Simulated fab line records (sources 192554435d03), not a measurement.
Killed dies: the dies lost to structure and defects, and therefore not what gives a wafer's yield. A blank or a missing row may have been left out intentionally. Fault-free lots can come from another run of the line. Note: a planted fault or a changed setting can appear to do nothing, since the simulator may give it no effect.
A single fault, viewed from 2 desks	flow n5_finfet	each desk has only its own numbers; what lay behind them comes last

## THE TOOL OWNER'S DESK: rie_diel-04
The tool's own readings at N5_DUMMY_GATE_ETCH_37 (etches SOC in N2/H2, target depth 60 nm, overetch 30 nm): means of the sampled wafers that have a number, for each lot that ran on this tool. The brackets show how far a lot's mean lies from the usual mean; more than 4 standard deviations puts the lot out of limits, marked OUT.
Columns: A = chamber_pressure_mTorr at N5_DUMMY_GATE_ETCH_37, usual 30.002 mTorr; B = drypump_motor_current_A at N5_DUMMY_GATE_ETCH_37, usual 5.8 A; C = oes_product_au at N5_DUMMY_GATE_ETCH_37, usual 0.59 a.u.; D = rf_fwd_power_W at N5_DUMMY_GATE_ETCH_37, usual 832 W; E = rf_vpp_V at N5_DUMMY_GATE_ETCH_37, usual 523.2 V; F = showerhead_plenum_p_Torr at N5_DUMMY_GATE_ETCH_37, usual 2.52 Torr; G = throttle_valve_pct at N5_DUMMY_GATE_ETCH_37, usual 17.84 %
lot	first seen here	A	B	C	D	E	F	G
L720	day 2 23:26	29.991	5.8	0.60	835	524.2	2.58	17.91
L723	day 3 16:22	30.031	5.9	0.60	832	525.6	2.62	17.80
L726	day 4 13:29	29.977	5.8	0.60	829	524.2	2.57	17.90
L731	day 5 19:25	29.972	5.7	0.56	831	523.2	2.51	18.03
L740	day 7 22:53	29.985	5.9	0.57	1033 (+56) OUT	488.3 (-14) OUT	2.56	17.93
L742	day 8 17:38	30.010	5.7	0.55	1034 (+56) OUT	486.6 (-15) OUT	2.50	18.06
This desk finds L740, L742 out of limits, L740 being first, at day 7 22:53 (rf_fwd_power_W at N5_DUMMY_GATE_ETCH_37). In limits: L720, L723, L726, L731.

## METROLOGY DESK
Means of the sampled wafers that have a number, per lot and without regard to the tool the lot ran on: this is what the gauges read. The brackets show how far a lot's mean lies from the usual mean; more than 4 standard deviations puts the lot out of limits, marked OUT. Of its 10 readings 7 are shown: those that lie furthest out on some lot.
Columns: A = DIBL_P at N5_BEOL_M4_RC_MEAS_101, usual 35.4 mV/V; B = IOFF_N at N5_BEOL_M4_RC_MEAS_101, usual 0.152 nA/um; C = IOFF_P at N5_BEOL_M4_RC_MEAS_101, usual 0.20 nA/um; D = ION_N at N5_BEOL_M4_RC_MEAS_101, usual 672 uA/um; E = ION_P at N5_BEOL_M4_RC_MEAS_101, usual 461 uA/um; F = VT_N at N5_BEOL_M4_RC_MEAS_101, usual 251 mV; G = VT_P at N5_BEOL_M4_RC_MEAS_101, usual -251 mV
lot	first seen here	A	B	C	D	E	F	G
L720	day 7 18:44	38.0	0.173	0.24	679	467	248	-246
L723	day 8 13:11	35.3	0.146	0.17	670	457	252	-253
L725	day 9 02:27	37.8	0.205	0.28	688	479	244	-243
L726	day 9 08:35	36.6	0.159	0.23	679	467	248	-247
L731	day 10 20:56	35.0	0.182	0.22	683	468	244	-247
L739	day 12 11:26	33.8	0.131	0.18	670	459	253	-253
L740	day 12 17:35	36.8	0.146	0.18	662	452	254	-256
L742	day 13 20:10	37.4	0.155	0.21	673	462	250	-250
L743	day 14 06:29	33.5	0.119	0.19	665	461	255	-251
Result from this desk: across the 9 lots, nothing is out of limits.

## TAKEN TOGETHER
On L740, L742, at day 7 22:53, an alarm was possible from the tool owner's desk.
The metrology desk saw nothing out of limits.
The metrology desk holds a record of L740, L742, inside its limits.
All the named lots went through N5_DUMMY_GATE_ETCH_37 on rie_diel-04.

## WHAT HAD BEEN PUT IN BY THE SIMULATOR
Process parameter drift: rie_diel-04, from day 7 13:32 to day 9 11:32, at N5_DUMMY_GATE_ETCH_37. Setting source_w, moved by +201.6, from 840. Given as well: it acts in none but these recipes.
Shown lots that were struck: L740, L742.
How many hours passed from the start of the fault until each desk's first out-of-limits reading: the tool owner's desk, 9.
